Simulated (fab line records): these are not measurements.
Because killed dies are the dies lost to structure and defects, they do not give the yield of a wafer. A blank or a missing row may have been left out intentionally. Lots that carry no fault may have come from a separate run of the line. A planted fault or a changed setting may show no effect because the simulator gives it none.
A struck lot beside a sound one | flow nand-harc | 24 steps out of a route of 1302
Sound: wafers L286.1, L286.2, L286.4. The struck wafers were L294.2, L294.5, L294.6. Last of all comes the cause.
For every step that has rows: the tool of each side, followed by ch and its chambers, followed by its first start. Under that, the readings that differ: sound wafers | struck wafers | difference of the means | sigmas: that difference in standard deviations of wafers without a fault.
alike: readings with means less than 2 such deviations apart, plus words and numbers identical on both sides. not compared: withheld readings, readings lacking a value on some wafer, bounds such as >300 that could conceal the same value, and numbers that have no deviation in the record and whose values overlap.
A row with sigmas, a row that says differs or no value, or rows on one side alone: a step with any of these is where the two part. Non-overlapping numbers with no deviation appear without sigmas and do not part them. A reading missing from all wafers of one side parts the sides only when that side holds two or more wafers.

first, 1 step without rows for these wafers: NHARC_P_CONTACT_DEP_30 (deposits SiNx, target thk 30 nm).
NHARC_P_CONTACT_DEP_00: deposits SiO2, target thk 500 nm.
  sound: pecvd-04 ch 0,1; struck: pecvd-02 ch 1,2
  alike: heater-power-w, rf-fwd-power-W, throttle-valve-pct
NHARC_P_CONTACT_CMP_01: polishes SiO2, target thk 200 nm.
  sound on cmp-01 ch 0,1,3, day 9 16:41; struck on cmp-03 ch 0,2,3, day 13 02:57
  alike: motor-current-A
then, 8 steps without rows for these wafers: NHARC_P_CONTACT_SRD_03; NHARC_P_CONTACT_DEHYDRATE_04 (time 120 s); NHARC_P_CONTACT_HMDS_05 (time 30 s); NHARC_P_CONTACT_COAT_33 (time 75 s); NHARC_P_CONTACT_COAT_34 (time 65 s); NHARC_P_CONTACT_COAT_06 (resist thk 90 nm); NHARC_P_CONTACT_SOFTBAKE_07 (time 55 s); NHARC_P_CONTACT_EBR_08.
NHARC_P_CONTACT_EXPOSE_09: exposes mask P CA, target cd 90 nm.
  sound on arfi-scanner-01 ch 0, day 9 17:23; struck on arfi-scanner-01 ch 0, day 13 03:34
  reading              | sound             | struck               | difference | sigmas
  exposure-dose-mJ-cm2 | 81.39 81.28 81.31 | 111.12 111.03 111.17 | +29.78     | +99 or more
  alike: mask, reticle-temp-C
then, 2 steps without rows for these wafers: NHARC_P_CONTACT_PEB_10 (peb time 65 s); NHARC_P_CONTACT_DEVELOP_11 (develop time 35 s).
NHARC_P_CONTACT_CD_MEAS_12: target cd 90 nm.
  sound on cd-sem-02 ch 0, day 9 17:31; struck on cd-sem-03 ch 0, day 13 03:42
  reading    | sound          | struck            | difference | sigmas
  cd-nm (nm) | 89.3 90.5 90.3 | 109.9 108.4 109.1 | +19.1      | +27
NHARC_P_CONTACT_OVL_MEAS_13:
  struck on overlay-01, day 13 03:47; sound on overlay-01, day 9 17:36
  alike: overlay-x-nm, overlay-y-nm
NHARC_P_CONTACT_INSPECT_14:
  struck on defect-inspect-02, day 13 03:49; sound on defect-inspect-02, day 9 17:38
  alike: raw-defect-count
NHARC_P_CONTACT_DESCUM_17: chemistry O2, time 3 s.
  sound on rie-diel-12 ch 0,2,3, day 9 17:43; struck on rie-diel-12 ch 0,2,3, day 13 03:53
  reading                    | sound             | struck        | difference | sigmas
  model.P_CONTACT.cd-nm (nm) | 88.83 89.43 90.36 | 109 108.4 109 | +19        |
  alike: drypump-motor-current-A, oes-product-au, rf-vpp-V, showerhead-plenum-p-Torr, throttle-valve-pct
  not compared: rf-hours-counter-h
NHARC_P_CONTACT_ETCH_35: etches the open film in CF4, target depth 39 nm, time 65 s.
  sound on rie-diel-12 ch 0,1,2, day 9 17:47; struck on rie-diel-12 ch 0,2, day 13 03:59
  alike: cf4-flow-sccm, drypump-motor-current-A, oes-product-au, rf-fwd-power-W, rf-vpp-V, showerhead-plenum-p-Torr, throttle-valve-pct
  not compared: rf-hours-counter-h
NHARC_P_CONTACT_ETCH_36: etches the open film in N2/H2, target depth 260 nm, time 406.25 s.
  sound: rie-diel-12 ch 0,1,3; struck: rie-diel-12 ch 0,2,3
  alike: drypump-motor-current-A, n2-flow-sccm, oes-product-au, rf-fwd-power-W, rf-vpp-V, showerhead-plenum-p-Torr, throttle-valve-pct
  not compared: rf-hours-counter-h
NHARC_P_CONTACT_ETCH_18: etches the open film in C4F8/O2/Ar, target depth 481 nm, time 240.5 s.
  sound: rie-diel-12 ch 0,2,3; struck: rie-diel-12 ch 0,2
  alike: oes-product-au, rf-fwd-power-W, rf-vpp-V
  not compared: rf-hours-counter-h
then, 1 step without rows for these wafers: NHARC_P_CONTACT_STRIP_37 (strips in C4F8/O2/Ar).
NHARC_P_CONTACT_ETCH_31: etches the open film in CH3F/O2, target depth 30 nm, time 85.7 s.
  sound: rie-diel-12 ch 0,1,3; struck: rie-diel-12 ch 0,2,3
  reading                    | sound             | struck            | difference | sigmas
  model.P_CONTACT.cd-nm (nm) | 89.06 90.93 91.87 | 108.4 110.2 107.4 | +18.0      |
  alike: drypump-motor-current-A, oes-product-au, rf-fwd-power-W, rf-vpp-V, showerhead-plenum-p-Torr, throttle-valve-pct
  not compared: rf-hours-counter-h
NHARC_P_CONTACT_CD_MEAS_19:
  struck on cd-sem-02, day 13 04:55; sound on cd-sem-02, day 9 18:34
  reading    | sound          | struck            | difference | sigmas
  cd-nm (nm) | 88.9 90.8 92.0 | 108.4 110.4 107.2 | +18.1      | +11

WHERE THEY PART
Earliest at NHARC_P_CONTACT_EXPOSE_09; latest, in this record, at NHARC_P_CONTACT_CD_MEAS_19.

WHY: whatever the simulator had introduced
Process parameter drift: arfi-scanner-01, from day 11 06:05 on, at NHARC_P_CONTACT_EXPOSE_09. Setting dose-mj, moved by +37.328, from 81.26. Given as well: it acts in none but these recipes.
